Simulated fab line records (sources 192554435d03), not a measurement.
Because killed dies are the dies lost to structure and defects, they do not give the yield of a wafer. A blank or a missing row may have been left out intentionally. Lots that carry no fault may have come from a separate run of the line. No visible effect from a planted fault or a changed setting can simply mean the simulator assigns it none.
8D (eight disciplines) problem report, filled in by code + flow n5 finfet + the parts of the form that need people (team, actions taken, sign-off) are left out

== 1. WHAT WENT WRONG ==
Wafers without a fault read 65.2 s, standard deviation 1.7; etch rf on time s at N5_BEOL_M9_ETCH_61 reads a mean of 75.6 s on 2 wafers belonging to 2 lots. Relative to the usual mean, that is a shift of +6.1 standard deviations.
The step: etches SiARC in CF4, target depth 39 nm, time 65 s.
First observed at day 14 13:55: wafer L305.3, on rie diel-05. The record has a number at this step for 31 wafers belonging to 11 lots. Rule for "out", or "out of limits": more than 4 standard deviations from the usual mean. Any other wafer with a number is counted as sound.

== 2. WHAT IT IS, AND WHAT IT ISN'T ==
| question                    | is                | is not                                                                                          |
|-----------------------------|-------------------|-------------------------------------------------------------------------------------------------|
| which readings at this step | etch rf on time s | drypump motor current A, oes product au, rf vpp V, showerhead plenum p Torr, throttle valve pct |
| which lots                  | L305, L306        | L291, L292, L293, L297, L298, L308, L309, L310, L311                                            |
| which wafers of those lots  | L305.3, L306.3    | L305.2, L305.5, L306.1, L306.4                                                                  |
| read on which tools         | rie diel-05       | rie diel-02, rie diel-06                                                                        |
| when                        | from day 14 13:55 | up to then (16 sound wafers); but 13 sound wafers of L306, L308, L309, L310, L311 came after    |

== 3. THE SUSPECTS, EACH WITH WHAT RULES IT OUT ==
Counting: any tool at a process step up to the reading remains a suspect provided it ran every lot that is out. Sound lots after the first of them don't rule it out here, since some wafers of a struck lot are sound.
- rie diel-05 at N5_BEOL_M9_ETCH_61 (etches SiARC in CF4, target depth 39 nm, time 65 s): kept. Every lot that is out went through it, the first being L305 (day 14 13:55); the last sound lot it ran before that was L297 (day 11 11:52). Its own etch rf on time s readings are out on those wafers.
Left after counting: rie diel-05 at N5_BEOL_M9_ETCH_61.

== 4. THE CAUSE (what the simulator had put in) ==
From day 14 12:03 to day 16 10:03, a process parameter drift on rie diel-05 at N5_BEOL_M9_ETCH_61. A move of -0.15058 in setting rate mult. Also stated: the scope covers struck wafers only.
After counting, this tool was the only one left.

== 5. SEQUENCE OF EFFECTS, ordered by route ==
Each row: a reading where the mean over the struck wafers with a number is more than 3 standard deviations away from the usual. Only readings whose record carries a usual standard deviation are examined. hours: median over the lots of the time between each lot's start at the first step of this table that gives one and its start at this step. sigmas: the change, counted in usual standard deviations.
| hours | step               | reading           | usual  | on struck wafers | change | sigmas |
|-------|--------------------|-------------------|--------|------------------|--------|--------|
| 0     | N5_BEOL_M9_ETCH_61 | etch rf on time s | 65.2 s | 75.6             | +10.4  | +6.1   |
Here are the process steps it includes:
- N5_BEOL_M9_ETCH_61: etches SiARC in CF4, target depth 39 nm, time 65 s.

== 6. HOW IT WOULD HAVE BEEN CAUGHT EARLIER ==
In this record the first reading out of limits was taken at day 14 13:55, 2 hours after the fault began at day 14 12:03.
